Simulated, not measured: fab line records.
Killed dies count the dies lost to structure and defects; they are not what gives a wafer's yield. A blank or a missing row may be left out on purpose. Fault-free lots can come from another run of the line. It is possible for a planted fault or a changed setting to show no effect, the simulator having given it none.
What tool caused it? -- flow n5Finfet -- Sampling: 24 lots, 72 wafers, 6 of 1938 route steps

## WHAT THE GAUGES SHOWED, per wafer
N5_BEOL_M5_OCD_MEAS_38. Usual: trenchDepthNm 71.5 nm, standard deviation 1.1.
lot,measured,on,trenchDepthNm (nm),flag
L074,day 8 18:05,ocd-02,72.5 72.9 71.1,
L075,day 9 03:59,ocd-02,72.0 72.9 71.6,
L076,day 9 04:12,ocd-02,70.2 70.4 71.5,
L079,day 9 22:34,ocd-01,72.9 71.5 71.5,
L077,day 9 23:40,ocd-02,71.8 72.3 72.7,
L078,day 10 02:47,ocd-01,71.5 70.6 71.6,
L080,day 10 22:56,ocd-02,70.4 71.1 70.7,
L082,day 11 05:21,ocd-02,73.1 70.8 71.3,
L081,day 11 05:31,ocd-02,70.0 71.1 71.6,
L084,day 11 12:52,ocd-01,72.5 72.8 71.9,
L086,day 11 16:47,ocd-02,72.9 71.7 71.5,
L085,day 12 10:26,ocd-02,72.4 72.6 73.3,
L083,day 12 10:37,ocd-02,70.1 69.9 70.8,
L088,day 12 13:10,ocd-01,70.9 69.8 70.1,
L087,day 12 16:40,ocd-02,72.0 71.2 71.0,
L090,day 12 23:19,ocd-01,73.1 71.6 74.7,
L089,day 12 23:02,ocd-02,71.8 71.2 72.2,
L092,day 13 19:31,ocd-01,71.8 70.4 69.4,
L091,day 13 19:59,ocd-01,71.2 70.4 72.3,
L093,day 13 21:48,ocd-02,71.6 71.7 72.0,
L094,day 14 01:24,ocd-02,71.2 73.1 73.3,
L095,day 14 07:39,ocd-02,72.2 71.3 71.2,
L096,day 15 03:27,ocd-01,72.6 70.9 69.2,
L097,day 15 07:45,ocd-01,72.7 72.9 73.0,

N5_BEOL_M5_RS_MEAS_57: the measuring method here is four-point-probe. Usual: for M5_RS the level is 0.391 ohm/sq and the standard deviation is 0.01.
lot,measured,on,M5_RS (ohm/sq),flag
L074,day 9 02:09,filmMetro-01,0.395 0.398 0.402,
L075,day 9 10:51,filmMetro-01,0.395 0.383 0.387,
L076,day 9 12:10,filmMetro-01,0.399 0.403 0.391,
L079,day 10 05:22,filmMetro-01,0.385 0.404 0.397,
L077,day 10 07:12,filmMetro-01,0.387 0.385 0.379,
L078,day 10 13:37,filmMetro-01,0.385 0.386 0.382,
L080,day 11 06:00,filmMetro-02,0.392 0.385 0.393,
L082,day 11 12:55,filmMetro-01,0.373 0.385 0.377,
L081,day 11 18:10,filmMetro-01,0.416 0.406 0.407,
L084,day 11 19:32,filmMetro-01,0.382 0.379 0.392,
L086,day 12 00:13,filmMetro-01,0.382 0.393 0.397,
L085,day 12 18:10,filmMetro-01,0.380 0.386 0.372,
L083,day 12 18:50,filmMetro-02,0.417 0.391 0.403,
L088,day 12 22:38,filmMetro-01,0.390 0.404 0.394,
L087,day 12 23:59,filmMetro-01,0.391 0.392 0.403,
L090,day 13 06:03,filmMetro-01,0.367 0.380 0.374,
L089,day 13 05:47,filmMetro-01,0.390 0.404 0.398,
L092,day 14 02:19,filmMetro-01,0.387 0.397 0.408,
L091,day 14 03:03,filmMetro-01,0.398 0.395 0.396,
L093,day 14 06:08,filmMetro-02,0.386 0.380 0.384,
L094,day 14 09:08,filmMetro-02,0.378 0.372 0.374,
L095,day 14 14:57,filmMetro-01,0.389 0.390 0.392,
L096,day 15 10:25,filmMetro-01,0.387 0.395 0.403,
L097,day 15 15:16,filmMetro-01,0.387 0.381 0.386,

## WHICH TOOL RAN EACH LOT (tool, then ch and the chambers of the sampled wafers, then the start)
lot,N5_BEOL_M5_PECVD_70,N5_BEOL_M5_ETCH_75,N5_BEOL_M5_CURE_80,N5_BEOL_M5_SPUTTER_88
L074,"pecvd-02 ch 0,1,2, day 8 14:27","rieDiel-01 ch 0,2,3, day 8 17:41","uvCure-01 ch 0, day 8 18:16","pvdSputter-02, day 8 23:59"
L075,"pecvd-01 ch 0,1,2, day 8 20:19","rieDiel-01 ch 0,1, day 9 03:37","uvCure-03 ch 0, day 9 04:11","pvdSputter-03, day 9 08:41"
L076,"pecvd-02 ch 1,2, day 8 21:57","rieDiel-03 ch 0,2,3, day 9 03:49","uvCure-03 ch 0, day 9 04:29","pvdSputter-01, day 9 09:56"
L079,"pecvd-02 ch 0,1, day 9 18:02","rieDiel-03 ch 0,1, day 9 22:11","uvCure-02 ch 1, day 9 22:52","pvdSputter-01, day 10 03:13"
L077,"pecvd-01 ch 0,1,2, day 9 19:49","rieDiel-01 ch 1,2,3, day 9 23:17","uvCure-02 ch 2, day 9 23:55","pvdSputter-03, day 10 05:02"
L078,"pecvd-01 ch 1,2, day 9 22:39","rieDiel-01 ch 1,2, day 10 02:25","uvCure-03 ch 1, day 10 03:05","pvdSputter-01, day 10 11:29"
L080,"pecvd-02 ch 0,1,2, day 10 16:26","rieDiel-03 ch 0,1, day 10 22:32","uvCure-03 ch 1, day 10 23:08","pvdSputter-01, day 11 03:50"
L082,"pecvd-03 ch 0,1,2, day 11 00:13","rieDiel-06 ch 0,2,3, day 11 04:58","uvCure-02 ch 0, day 11 05:33","pvdSputter-02, day 11 10:46"
L081,"pecvd-03 ch 0,1,2, day 11 02:10","rieDiel-03 ch 0,1, day 11 04:58","uvCure-03 ch 0, day 11 05:43","pvdSputter-03, day 11 16:02"
L084,"pecvd-02 ch 0,1,2, day 11 09:32","rieDiel-01 ch 0,1,3, day 11 12:28","uvCure-03 ch 1, day 11 13:03","pvdSputter-02, day 11 17:23"
L086,"pecvd-01 ch 0,1,2, day 11 11:14","rieDiel-06 ch 1,2,3, day 11 16:25","uvCure-03 ch 0, day 11 16:59","pvdSputter-03, day 11 22:04"
L085,"pecvd-03 ch 0,1, day 12 04:20","rieDiel-01 ch 0,3, day 12 10:02","uvCure-02 ch 2, day 12 11:18","pvdSputter-01, day 12 16:01"
L083,"pecvd-01 ch 0,2, day 12 04:47","rieDiel-03 ch 0,1,2, day 12 10:14","uvCure-02 ch 0, day 12 11:54","pvdSputter-03, day 12 16:40"
L088,"pecvd-03 ch 1,2, day 12 09:30","rieDiel-03 ch 0,1, day 12 12:46","uvCure-02 ch 2, day 12 14:43","pvdSputter-02, day 12 20:29"
L087,"pecvd-02 ch 0,2, day 12 13:14","rieDiel-03 ch 0,1, day 12 16:17","uvCure-01 ch 2, day 12 16:52","pvdSputter-03, day 12 21:41"
L090,"pecvd-01 ch 0,2, day 12 15:34","rieDiel-06 ch 0,1,2, day 12 22:56","uvCure-02 ch 1, day 12 23:32","pvdSputter-03, day 13 03:55"
L089,"pecvd-02 ch 0,2, day 12 16:32","rieDiel-01 ch 2,3, day 12 22:39","uvCure-01 ch 0, day 12 23:14","pvdSputter-02, day 13 03:39"
L092,"pecvd-02 ch 0,1, day 13 15:48","rieDiel-01 ch 0,1, day 13 19:08","uvCure-01 ch 2, day 13 19:43","pvdSputter-01, day 14 00:10"
L091,"pecvd-02 ch 1,2, day 13 16:08","rieDiel-01 ch 1,3, day 13 19:36","uvCure-01 ch 0, day 13 20:25","pvdSputter-03, day 14 00:53"
L093,"pecvd-02 ch 0,2, day 13 18:50","rieDiel-01 ch 0,3, day 13 21:25","uvCure-02 ch 2, day 13 22:05","pvdSputter-02, day 14 04:00"
L094,"pecvd-02 ch 0,2, day 13 19:03","rieDiel-06 ch 0,1,3, day 14 01:01","uvCure-03 ch 0, day 14 01:36","pvdSputter-01, day 14 06:40"
L095,"pecvd-01 ch 0,2, day 14 03:01","rieDiel-01 ch 0,1,3, day 14 07:16","uvCure-01 ch 2, day 14 07:53","pvdSputter-03, day 14 12:31"
L096,"pecvd-01 ch 0,1,2, day 14 21:31","rieDiel-03 ch 1,2,3, day 15 03:04","uvCure-03 ch 1, day 15 03:39","pvdSputter-01, day 15 07:52"
L097,"pecvd-02 ch 0,2, day 15 00:14","rieDiel-06 ch 0,1, day 15 07:22","uvCure-03 ch 2, day 15 07:59","pvdSputter-01, day 15 12:49"
- N5_BEOL_M5_PECVD_70: deposits SiO2 from TEOS/O2, target thk 16 nm, time 18 s.
- N5_BEOL_M5_ETCH_75: etches underlayer in N2/H2, target depth 6.5 nm, time 5.2 s.
- N5_BEOL_M5_CURE_80: cures SiCOH lowk, time 120 s.
- N5_BEOL_M5_SPUTTER_88: material Cu, target thk 15 nm, time 27.62 s.

## WHAT THE TOOLS THEMSELVES READ (means of the sampled wafers that have a number; where no wafer has one, the mark that the record gives instead)
N5_BEOL_M5_PECVD_70. Usual: heaterPowerW 656 W, standard deviation 76; showerheadPlenumPTorr 8.79 Torr, standard deviation 0.049; throttleValvePct 22.9 %, standard deviation 1.8.
lot,tool,heaterPowerW (W),showerheadPlenumPTorr (Torr),throttleValvePct (%),flag
L074,pecvd-02,689,8.80,23.2,
L075,pecvd-01,603,8.79,23.0,
L076,pecvd-02,737,8.85,23.5,
L079,pecvd-02,619,8.75,23.2,
L077,pecvd-01,609,8.77,23.0,
L078,pecvd-01,577,8.79,24.2,
L080,pecvd-02,668,8.79,22.7,
L082,pecvd-03,663,8.79,22.7,
L081,pecvd-03,727,8.80,22.8,
L084,pecvd-02,648,8.78,22.5,
L086,pecvd-01,588,8.78,23.1,
L085,pecvd-03,702,8.82,22.8,
L083,pecvd-01,569,8.77,22.9,
L088,pecvd-03,678,8.80,24.3,
L087,pecvd-02,726,8.82,20.9,
L090,pecvd-01,581,8.76,22.1,
L089,pecvd-02,689,8.77,21.5,
L092,pecvd-02,642,8.72,23.3,
L091,pecvd-02,737,8.80,23.8,
L093,pecvd-02,767,8.81,21.1,
L094,pecvd-02,728,8.82,21.1,
L095,pecvd-01,540,8.77,22.3,
L096,pecvd-01,569,8.77,23.3,
L097,pecvd-02,691,8.77,21.8,

N5_BEOL_M5_ETCH_75. Usual: drypumpMotorCurrentA 5.50 A, standard deviation 0.27; etchRfOnTimeS 5.19 s, standard deviation 0.068; oesProductAu 0.64 a.u., standard deviation 0.048; rfVppV 523.0 V, standard deviation 2.9; showerheadPlenumPTorr 2.52 Torr, standard deviation 0.096; throttleValvePct 17.88 %, standard deviation 0.25.
lot,tool,drypumpMotorCurrentA (A),etchRfOnTimeS (s),oesProductAu (a.u.),rfVppV (V),showerheadPlenumPTorr (Torr),throttleValvePct (%),flag
L074,rieDiel-01,5.48,5.22,0.65,522.3,2.52,17.89,
L075,rieDiel-01,5.42,5.09,0.64,527.0,2.61,17.95,
L076,rieDiel-03,5.54,5.27,0.61,524.3,2.52,18.04,
L079,rieDiel-03,5.33,5.19,0.65,519.6,2.39,17.54,
L077,rieDiel-01,5.64,5.14,0.62,523.7,2.53,17.93,
L078,rieDiel-01,5.64,5.14,0.61,526.3,2.59,18.03,
L080,rieDiel-03,5.35,5.26,0.64,519.8,2.39,17.58,
L082,rieDiel-06,5.52,5.11,0.67,523.9,2.55,17.78,
L081,rieDiel-03,5.33,5.18,0.64,518.7,2.39,17.57,
L084,rieDiel-01,5.44,5.17,0.64,524.3,2.54,17.91,
L086,rieDiel-06,5.66,5.13,0.67,524.0,2.55,17.84,
L085,rieDiel-01,5.27,5.15,0.67,523.5,2.52,17.90,
L083,rieDiel-03,5.38,5.27,0.62,521.3,2.45,17.87,
L088,rieDiel-03,5.45,5.18,0.62,521.9,2.44,17.61,
L087,rieDiel-03,5.34,5.24,0.63,518.9,2.38,17.59,
L090,rieDiel-06,5.80,5.19,0.70,525.5,2.61,17.69,
L089,rieDiel-01,5.68,5.19,0.60,521.0,2.49,18.00,
L092,rieDiel-01,5.44,5.21,0.62,526.3,2.59,18.03,
L091,rieDiel-01,5.61,5.17,0.60,523.5,2.55,17.96,
L093,rieDiel-01,5.46,5.19,0.64,522.5,2.48,17.84,
L094,rieDiel-06,5.50,5.13,0.68,521.8,2.52,17.77,
L095,rieDiel-01,5.43,5.20,0.63,523.1,2.54,17.94,
L096,rieDiel-03,5.41,5.24,0.67,520.8,2.45,17.94,
L097,rieDiel-06,5.65,5.12,0.70,524.8,2.56,17.62,

N5_BEOL_M5_CURE_80. Usual: lampPowerPct 52.31 %, standard deviation 0.059; wafer_temp_C_max 371.5, standard deviation 0.52.
lot,tool,lampPowerPct (%),wafer_temp_C_max,flag
L074,uvCure-01,52.30,371.7,
L075,uvCure-03,52.34,371.3,
L076,uvCure-03,52.33,371.2,
L079,uvCure-02,52.25,371.1,
L077,uvCure-02,52.28,372.4,
L078,uvCure-03,52.34,371.3,
L080,uvCure-03,52.30,371.2,
L082,uvCure-02,52.34,371.0,
L081,uvCure-03,52.34,371.9,
L084,uvCure-03,52.32,370.9,
L086,uvCure-03,52.36,371.4,
L085,uvCure-02,52.30,371.7,
L083,uvCure-02,52.27,371.3,
L088,uvCure-02,52.34,372.1,
L087,uvCure-01,52.23,371.2,
L090,uvCure-02,52.35,371.0,
L089,uvCure-01,52.30,372.0,
L092,uvCure-01,52.32,371.3,
L091,uvCure-01,52.24,371.3,
L093,uvCure-02,52.30,371.8,
L094,uvCure-03,52.30,371.6,
L095,uvCure-01,52.32,371.4,
L096,uvCure-03,52.29,371.0,
L097,uvCure-03,52.32,372.8,

N5_BEOL_M5_SPUTTER_88. Usual: throttleValvePct 30.0 %, standard deviation 1.1.
lot,tool,throttleValvePct (%),flag
L074,pvdSputter-02,30.7,
L075,pvdSputter-03,30.0,
L076,pvdSputter-01,30.5,
L079,pvdSputter-01,30.2,
L077,pvdSputter-03,30.8,
L078,pvdSputter-01,29.1,
L080,pvdSputter-01,28.4,
L082,pvdSputter-02,30.7,
L081,pvdSputter-03,30.6,
L084,pvdSputter-02,30.9,
L086,pvdSputter-03,30.3,
L085,pvdSputter-01,29.1,
L083,pvdSputter-03,30.6,
L088,pvdSputter-02,30.9,
L087,pvdSputter-03,30.2,
L090,pvdSputter-03,30.7,
L089,pvdSputter-02,30.8,
L092,pvdSputter-01,29.2,
L091,pvdSputter-03,30.6,
L093,pvdSputter-02,30.6,
L094,pvdSputter-01,29.0,
L095,pvdSputter-03,30.4,
L096,pvdSputter-01,29.2,
L097,pvdSputter-01,28.9,

## THE ANSWER, worked out from the rows above alone
Rule: a lot counts as off when the mean over its wafers that have a number is more than 3 standard deviations away from the usual mean. Also off: a lot with no number at a reading for which 4 or more lots have one. All remaining lots with rows at the step are treated as sound. After the gauges, taken in route order, come the tools' own readings; for these a lot's mean is taken, as printed above. The first step at which some lot is off is used, and at that step the reading that is off furthest; a lot without a number counts as furthest.
Nothing can be told from this: no lot is off at any reading shown.

## WHAT THE SIMULATOR HAD PUT IN
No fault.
